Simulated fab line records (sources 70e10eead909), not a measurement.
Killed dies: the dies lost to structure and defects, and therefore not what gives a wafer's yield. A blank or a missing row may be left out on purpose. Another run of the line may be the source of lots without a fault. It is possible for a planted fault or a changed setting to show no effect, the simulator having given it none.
One fault through the eyes of 2 desks | flow nand_harc | only its own numbers are on each desk; what lay behind them is given at the end

== DESK OF THE TOOL OWNER: arfi_scanner-02 ==
The tool's own readings at NHARC_A_SLIT_EXPOSE_06 (exposes mask SLIT): means of the sampled wafers that have a number, for each lot that ran on this tool. Any lot whose mean is over 4 standard deviations away from the usual mean is out of limits and marked OUT; that distance is given in the brackets.
Columns: A = exposure_dose_mJ_cm2 at NHARC_A_SLIT_EXPOSE_06, usual 61.2; B = focus_offset_nm at NHARC_A_SLIT_EXPOSE_06, usual 0.0 nm
lot  | first seen here | A               | B
L413 | day 22 17:28    | 62.0            | -0.2
L414 | day 23 05:05    | 61.9            | 0.3
L417 | day 23 17:24    | 67.1 (+9.9) OUT | -0.1
L416 | day 23 17:53    | 66.1 (+8.2) OUT | 0.4
L418 | day 24 18:46    | 65.2 (+6.8) OUT | -0.4
L419 | day 25 12:40    | 64.5 (+5.6) OUT | -0.6
This desk's verdict: out of limits on L416, L417, L418, L419, starting with L417 at day 23 17:24 (exposure_dose_mJ_cm2 at NHARC_A_SLIT_EXPOSE_06). Within limits: L413, L414.

== THE METROLOGY DESK ==
Lot by lot, what the gauges showed, no matter which tool ran the lot: averages of those sampled wafers that carry a number. Any lot whose mean is over 4 standard deviations away from the usual mean is out of limits and marked OUT; that distance is given in the brackets.
Columns: A = cd_nm at NHARC_A_SLIT_CD_MEAS_09, usual 300.2 nm
lot  | first seen here | A
L406 | day 19 17:28    | 300.7
L408 | day 20 10:11    | 300.4
L413 | day 22 17:36    | 300.0
L414 | day 23 05:13    | 300.1
L417 | day 23 17:32    | 303.8 (+7.1) OUT
L416 | day 23 18:01    | 303.0 (+5.7) OUT
L415 | day 24 05:47    | 300.9
L418 | day 24 18:54    | 302.6 (+4.8) OUT
L419 | day 25 12:49    | 302.4 (+4.3) OUT
L426 | day 28 19:28    | 300.2
L428 | day 29 14:20    | 300.8
This desk's verdict: out of limits on L416, L417, L418, L419, starting with L417 at day 23 17:32 (cd_nm at NHARC_A_SLIT_CD_MEAS_09). Within limits: L406, L408, L413, L414, L415, L426, L428.

== TAKEN TOGETHER ==
On L416, L417, L418, L419, at day 23 17:24, an alarm was possible from the tool owner's desk.
An alarm was possible from the metrology desk at day 23 17:32, on L416, L417, L418, L419.
On arfi_scanner-02, each named lot ran NHARC_A_SLIT_EXPOSE_06.

== WHAT THE SIMULATOR HAD PUT IN ==
Drift in process parameters on arfi_scanner-02 at NHARC_A_SLIT_EXPOSE_06, starting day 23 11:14. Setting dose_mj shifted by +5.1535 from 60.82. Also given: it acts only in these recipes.
Shown lots that were struck: L416, L417, L418, L419.
Fault start to first reading out of limits, in hours, per desk: tool owner, 6; metrology, 6.
